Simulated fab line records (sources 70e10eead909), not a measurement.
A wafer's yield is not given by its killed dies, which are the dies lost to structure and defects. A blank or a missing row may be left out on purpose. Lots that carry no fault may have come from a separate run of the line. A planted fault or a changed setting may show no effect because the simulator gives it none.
Which tool is to blame? | flow nand harc | 22 lots, 66 wafers sampled, at 5 steps of a route of 1159

== WHAT THE GAUGES SHOWED, per wafer ==
NHARC_A_SOURCE_PLATE_THK_MEAS_06: measures by ellipsometry.
lot  | measured     | on            | thk nm (nm)
L074 | day 7 12:56  | film metro-01 | 197.6 198.7 197.7
L076 | day 7 18:35  | film metro-02 | 198.0 197.7 195.9
L075 | day 7 18:35  | film metro-01 | 203.0 200.5 202.8
L077 | day 8 15:13  | film metro-02 | 201.2 199.8 202.6
L078 | day 8 15:13  | film metro-01 | 199.5 200.3 199.8
L079 | day 8 20:43  | film metro-02 | 201.5 201.0 201.6
L080 | day 8 20:43  | film metro-01 | 197.0 196.7 195.5
L081 | day 9 07:25  | film metro-02 | 200.6 199.0 199.1
L082 | day 9 13:56  | film metro-02 | 201.7 200.7 199.8
L084 | day 9 13:56  | film metro-01 | 203.1 203.0 201.2
L083 | day 9 18:37  | film metro-02 | 201.8 200.6 200.6
L085 | day 10 23:04 | film metro-02 | 195.8 199.0 194.8
L086 | day 11 06:47 | film metro-02 | 203.3 202.0 200.7
L087 | day 11 14:52 | film metro-01 | 200.0 197.1 198.5
L089 | day 11 14:52 | film metro-01 | 199.8 197.8 202.7
L090 | day 11 14:52 | film metro-02 | 199.1 200.8 198.6
L092 | day 12 03:22 | film metro-02 | 199.5 202.9 199.0
L093 | day 12 08:22 | film metro-02 | 199.6 198.4 200.8
L095 | day 12 08:22 | film metro-01 | 194.6 196.9 196.3
L094 | day 12 11:58 | film metro-01 | 198.5 199.2 199.2
L096 | day 13 02:47 | film metro-01 | 198.1 199.7 199.7
L097 | day 13 13:19 | film metro-02 | 198.8 200.1 196.1

== TOOL THAT RAN EACH LOT (tool first, then ch and the chambers of the sampled wafers, then the start) ==
lot  | NHARC_P_CONTACT_CMP_24        | NHARC_P_M0_STRIP_18                | NHARC_P_BONDPAD_DESCUM_11          | NHARC_P_BONDPAD_STRIP_15
L074 | cmp-04 ch 0,1,3, day 5 21:07  | rie diel-08 ch 1,3, day 5 22:58    | rie diel-06 ch 0,1,3, day 6 11:15  | rie diel-11 ch 0,2,3, day 6 11:37
L076 | cmp-01 ch 0,2,3, day 6 01:58  | rie diel-04 ch 1,3, day 6 03:44    | rie diel-02 ch 1,2, day 6 16:15    | rie diel-06 ch 0,2, day 6 16:40
L075 | cmp-01 ch 0,2,3, day 6 02:31  | rie diel-04 ch 0,1,3, day 6 04:32  | rie diel-06 ch 0,1,3, day 6 17:09  | rie diel-06 ch 0,2,3, day 6 17:33
L077 | cmp-04 ch 1,2, day 6 23:17    | rie diel-08 ch 0,3, day 7 01:04    | rie diel-06 ch 0,2,3, day 7 13:37  | rie diel-06 ch 0,1,2, day 7 14:02
L078 | cmp-02 ch 0,1,2, day 6 23:50  | rie diel-04 ch 0,1,2, day 7 01:43  | rie diel-11 ch 1,2,3, day 7 15:22  | rie diel-02 ch 0,1,3, day 7 15:56
L079 | cmp-01 ch 1,2,3, day 7 04:14  | rie diel-08 ch 1,2,3, day 7 05:59  | rie diel-06 ch 1,2,3, day 7 19:02  | rie diel-06 ch 1,2,3, day 7 19:25
L080 | cmp-04 ch 0,2,3, day 7 05:23  | rie diel-01 ch 1,2,3, day 7 07:16  | rie diel-06 ch 1,2,3, day 7 19:44  | rie diel-11 ch 0,1,3, day 7 20:09
L081 | cmp-01 ch 1,2,3, day 7 14:10  | rie diel-04 ch 0,2, day 7 16:01    | rie diel-06 ch 2,3, day 8 04:11    | rie diel-06 ch 2,3, day 8 04:34
L082 | cmp-01 ch 0,1,2, day 7 18:46  | rie diel-08 ch 1,2,3, day 7 20:48  | rie diel-06 ch 0,1,3, day 8 09:14  | rie diel-06 ch 1,2,3, day 8 09:38
L084 | cmp-01 ch 0,1, day 7 23:51    | rie diel-01 ch 1,3, day 8 01:46    | rie diel-06 ch 1,2,3, day 8 14:37  | rie diel-11 ch 1,3, day 8 15:00
L083 | cmp-02 ch 0,1,3, day 7 23:59  | rie diel-01 ch 0,1,3, day 8 02:29  | rie diel-06 ch 0,1,2, day 8 15:03  | rie diel-06 ch 0,1, day 8 15:26
L085 | cmp-01 ch 1,2,3, day 9 04:37  | rie diel-01 ch 1,2,3, day 9 06:24  | rie diel-06 ch 0,2,3, day 9 19:20  | rie diel-11 ch 1,2,3, day 9 19:43
L086 | cmp-02 ch 0,2,3, day 9 14:38  | rie diel-08 ch 0,2, day 9 16:30    | rie diel-06 ch 1,3, day 10 04:40   | rie diel-11 ch 1,2,3, day 10 05:07
L087 | cmp-02 ch 0,1,3, day 9 19:54  | rie diel-08 ch 0,1,3, day 9 21:46  | rie diel-06 ch 1,2,3, day 10 10:06 | rie diel-11 ch 1,2, day 10 10:45
L089 | cmp-02 ch 2,3, day 9 21:55    | rie diel-08 ch 0,2, day 9 23:48    | rie diel-06 ch 1,3, day 10 12:19   | rie diel-02 ch 0,1,2, day 10 12:42
L090 | cmp-04 ch 0,1,3, day 9 22:28  | rie diel-01 ch 1,2,3, day 10 00:12 | rie diel-11 ch 1,2,3, day 10 13:17 | rie diel-06 ch 0,1,2, day 10 13:43
L092 | cmp-01 ch 0,1,2, day 10 08:20 | rie diel-04 ch 1,2,3, day 10 10:04 | rie diel-06 ch 0,2,3, day 10 23:33 | rie diel-06 ch 0,2,3, day 10 23:56
L093 | cmp-01 ch 0,3, day 10 13:08   | rie diel-04 ch 0,1, day 10 14:53   | rie diel-02 ch 2,3, day 11 04:44   | rie diel-11 ch 0,1,2, day 11 05:10
L095 | cmp-02 ch 0,1, day 10 17:14   | rie diel-01 ch 2,3, day 10 19:08   | rie diel-11 ch 0,1,2, day 11 07:27 | rie diel-02 ch 0,1,2, day 11 08:17
L094 | cmp-01 ch 1,2,3, day 10 17:37 | rie diel-04 ch 2,3, day 10 19:28   | rie diel-11 ch 0,1,2, day 11 08:29 | rie diel-11 ch 2,3, day 11 08:57
L096 | cmp-01 ch 0,1,2, day 11 07:32 | rie diel-01 ch 0,1,2, day 11 09:34 | rie diel-06 ch 0,2, day 11 22:13   | rie diel-11 ch 0,1,3, day 11 22:39
L097 | cmp-01 ch 0,2,3, day 11 21:18 | rie diel-08 ch 0,1,3, day 11 23:04 | rie diel-11 ch 0,1,2, day 12 11:32 | rie diel-06 ch 0,1,2, day 12 11:55
- NHARC_P_CONTACT_CMP_24: polishes, t overpolish 30 s, target thk 200 nm.
- NHARC_P_M0_STRIP_18: strips in N2/H2.
- NHARC_P_BONDPAD_DESCUM_11: chemistry O2, time 3 s.
- NHARC_P_BONDPAD_STRIP_15: strips in O2.

== WHAT THE TOOLS THEMSELVES READ (means of the sampled wafers that have a number; where no wafer has one, the mark that the record gives instead) ==
NHARC_P_CONTACT_CMP_24.
lot  | tool   | motor current A (A) | overpolish run s (s) | slurry filter dp kPa (kPa) | time to endpoint s (s)
L074 | cmp-04 | 11.7                | 29.999               | 13.44                      | 34.9
L076 | cmp-01 | 11.8                | 29.994               | 13.45                      | 42.4
L075 | cmp-01 | 11.7                | 30.008               | 13.55                      | 37.9
L077 | cmp-04 | 11.5                | 30.011               | 13.62                      | 39.5
L078 | cmp-02 | 11.4                | 30.004               | 13.49                      | 42.1
L079 | cmp-01 | 12.3                | 29.993               | 13.45                      | 38.4
L080 | cmp-04 | 11.9                | 30.004               | 13.53                      | 36.3
L081 | cmp-01 | 12.0                | 29.994               | 13.45                      | 35.2
L082 | cmp-01 | 11.7                | 30.001               | 13.59                      | 39.2
L084 | cmp-01 | 12.5                | 29.994               | 13.32                      | 41.3
L083 | cmp-02 | 11.9                | 29.997               | 13.52                      | 41.5
L085 | cmp-01 | 12.1                | 30.003               | 13.46                      | 40.1
L086 | cmp-02 | 11.4                | 30.000               | 13.47                      | 40.0
L087 | cmp-02 | 12.1                | 30.003               | 13.49                      | 41.2
L089 | cmp-02 | 12.5                | 29.993               | 13.43                      | 42.6
L090 | cmp-04 | 11.9                | 30.008               | 13.54                      | 40.2
L092 | cmp-01 | 12.1                | 30.000               | 13.59                      | 37.5
L093 | cmp-01 | 11.8                | 29.997               | 13.43                      | 38.7
L095 | cmp-02 | 11.0                | 29.989               | 13.52                      | 39.6
L094 | cmp-01 | 12.2                | 30.005               | 13.46                      | 41.8
L096 | cmp-01 | 12.1                | 29.987               | 13.54                      | 38.7
L097 | cmp-01 | 11.9                | 29.994               | 13.48                      | 37.9

NHARC_P_M0_STRIP_18.
lot  | tool        | drypump motor current A (A) | oes product au (a.u.) | rf vpp V (V) | showerhead plenum p Torr (Torr) | throttle valve pct (%)
L074 | rie diel-08 | 5.7                         | 1.008                 | 89.8         | 2.00                            | 14.172
L076 | rie diel-04 | 5.7                         | 0.997                 | 92.5         | 2.13                            | 14.177
L075 | rie diel-04 | 5.7                         | 1.001                 | 89.9         | 2.04                            | 14.176
L077 | rie diel-08 | 6.1                         | 1.000                 | 91.3         | 2.03                            | 14.177
L078 | rie diel-04 | 5.9                         | 1.005                 | 89.9         | 1.94                            | 14.169
L079 | rie diel-08 | 5.6                         | 1.002                 | 90.7         | 1.97                            | 14.170
L080 | rie diel-01 | 5.5                         | 1.019                 | 90.9         | 2.04                            | 14.163
L081 | rie diel-04 | 5.4                         | 1.012                 | 89.7         | 1.91                            | 14.170
L082 | rie diel-08 | 5.6                         | 1.001                 | 90.0         | 1.97                            | 14.163
L084 | rie diel-01 | 5.5                         | 1.020                 | 90.9         | 2.05                            | 14.170
L083 | rie diel-01 | 5.5                         | 1.017                 | 91.3         | 2.02                            | 14.168
L085 | rie diel-01 | 5.5                         | 1.009                 | 91.0         | 2.04                            | 14.174
L086 | rie diel-08 | 6.0                         | 1.002                 | 90.7         | 2.00                            | 14.169
L087 | rie diel-08 | 6.0                         | 0.996                 | 90.2         | 1.99                            | 14.168
L089 | rie diel-08 | 5.7                         | 1.009                 | 91.1         | 1.99                            | 14.166
L090 | rie diel-01 | 5.5                         | 1.020                 | 89.8         | 2.03                            | 14.174
L092 | rie diel-04 | 5.8                         | 0.991                 | 90.3         | 2.03                            | 14.177
L093 | rie diel-04 | 5.7                         | 1.003                 | 90.5         | 1.94                            | 14.169
L095 | rie diel-01 | 5.9                         | 1.015                 | 90.5         | 1.97                            | 14.178
L094 | rie diel-04 | 5.5                         | 0.999                 | 89.8         | 2.00                            | 14.169
L096 | rie diel-01 | 5.6                         | 1.007                 | 91.0         | 2.01                            | 14.167
L097 | rie diel-08 | 6.0                         | 0.999                 | 90.6         | 1.99                            | 14.172

NHARC_P_BONDPAD_DESCUM_11.
lot  | tool        | drypump motor current A (A) | oes product au (a.u.) | rf vpp V (V) | showerhead plenum p Torr (Torr) | throttle valve pct (%)
L074 | rie diel-06 | 6.4                         | 1.009                 | 57.2         | 1.93                            | 11.317
L076 | rie diel-02 | 5.5                         | 0.994                 | 57.4         | 1.85                            | 11.312
L075 | rie diel-06 | 6.4                         | 1.004                 | 58.0         | 1.93                            | 11.308
L077 | rie diel-06 | 6.2                         | 1.001                 | 58.5         | 1.99                            | 11.310
L078 | rie diel-11 | 5.6                         | 1.008                 | 57.9         | 1.97                            | 11.314
L079 | rie diel-06 | 6.1                         | 1.002                 | 57.9         | 1.94                            | 11.304
L080 | rie diel-06 | 6.1                         | 1.008                 | 58.5         | 1.94                            | 11.315
L081 | rie diel-06 | 6.1                         | 0.994                 | 58.9         | 1.99                            | 11.309
L082 | rie diel-06 | 6.4                         | 1.003                 | 58.2         | 1.93                            | 11.300
L084 | rie diel-06 | 6.1                         | 0.999                 | 58.9         | 1.94                            | 11.312
L083 | rie diel-06 | 6.1                         | 1.002                 | 57.5         | 1.94                            | 11.311
L085 | rie diel-06 | 6.2                         | 0.998                 | 57.9         | 1.99                            | 11.316
L086 | rie diel-06 | 6.3                         | 0.999                 | 58.2         | 1.87                            | 11.309
L087 | rie diel-06 | 6.1                         | 0.999                 | 57.6         | 1.94                            | 11.311
L089 | rie diel-06 | 6.4                         | 1.004                 | 59.0         | 1.93                            | 11.315
L090 | rie diel-11 | 5.6                         | 0.997                 | 57.9         | 1.97                            | 11.310
L092 | rie diel-06 | 6.1                         | 0.997                 | 58.1         | 1.99                            | 11.313
L093 | rie diel-02 | 6.0                         | 1.003                 | 57.7         | 1.84                            | 11.307
L095 | rie diel-11 | 5.8                         | 1.008                 | 58.0         | 1.96                            | 11.314
L094 | rie diel-11 | 5.8                         | 1.005                 | 58.2         | 1.96                            | 11.310
L096 | rie diel-06 | 5.8                         | 0.994                 | 59.2         | 2.00                            | 11.308
L097 | rie diel-11 | 5.8                         | 0.992                 | 58.4         | 1.96                            | 11.320

NHARC_P_BONDPAD_STRIP_15.
lot  | tool        | drypump motor current A (A) | oes product au (a.u.) | rf vpp V (V) | showerhead plenum p Torr (Torr) | throttle valve pct (%)
L074 | rie diel-11 | 5.7                         | 0.994                 | 57.4         | 3.64                            | 17.030
L076 | rie diel-06 | 6.2                         | 0.996                 | 57.2         | 3.67                            | 17.040
L075 | rie diel-06 | 6.2                         | 1.008                 | 57.9         | 3.67                            | 17.042
L077 | rie diel-06 | 6.1                         | 1.003                 | 57.9         | 3.57                            | 17.038
L078 | rie diel-02 | 6.0                         | 0.996                 | 57.8         | 3.35                            | 17.046
L079 | rie diel-06 | 6.1                         | 1.004                 | 58.0         | 3.57                            | 17.040
L080 | rie diel-11 | 5.8                         | 0.994                 | 59.3         | 3.59                            | 17.037
L081 | rie diel-06 | 6.1                         | 0.999                 | 58.1         | 3.66                            | 17.044
L082 | rie diel-06 | 6.1                         | 1.003                 | 57.4         | 3.57                            | 17.045
L084 | rie diel-11 | 5.7                         | 1.005                 | 58.4         | 3.59                            | 17.037
L083 | rie diel-06 | 6.4                         | 1.003                 | 58.1         | 3.47                            | 17.041
L085 | rie diel-11 | 5.6                         | 1.002                 | 57.9         | 3.62                            | 17.037
L086 | rie diel-11 | 5.6                         | 0.998                 | 58.7         | 3.62                            | 17.024
L087 | rie diel-11 | 5.5                         | 1.000                 | 57.9         | 3.65                            | 17.032
L089 | rie diel-02 | 5.7                         | 1.011                 | 57.5         | 3.39                            | 17.033
L090 | rie diel-06 | 6.2                         | 1.005                 | 57.7         | 3.57                            | 17.032
L092 | rie diel-06 | 6.2                         | 1.000                 | 58.5         | 3.66                            | 17.038
L093 | rie diel-11 | 5.8                         | 0.998                 | 59.0         | 3.61                            | 17.036
L095 | rie diel-02 | 5.7                         | 1.004                 | 57.3         | 3.39                            | 17.036
L094 | rie diel-11 | 5.4                         | 1.006                 | 58.0         | 3.65                            | 17.029
L096 | rie diel-11 | 5.8                         | 0.996                 | 57.7         | 3.57                            | 17.035
L097 | rie diel-06 | 6.1                         | 0.994                 | 58.0         | 3.57                            | 17.045

== THE ANSWER, worked out from the rows above alone ==
Rule: what is usual is taken from the lots themselves. Put in order of their means at a reading, lots are off if they are a third of the lots or fewer, leave a main group of 4 or more, and stand apart from it by a gap of 3 or more times the standard deviation of the main group's means; of several such gaps the widest counts. Not used: any main group whose means are identical at the precision the tables above print for the reading. Also off: a lot with no number at a reading for which 4 or more lots have one. Where the step has rows for the other lots, those lots are counted as sound. Order of review: gauges by route order, followed by the tools' own readings, for which a lot's mean as printed above is used. The first step at which some lot is off is used, and at that step the reading that is off furthest; a lot without a number counts as furthest.
None of the lots is off at any reading shown; this tells nothing.

== WHAT THE SIMULATOR PUT IN ==
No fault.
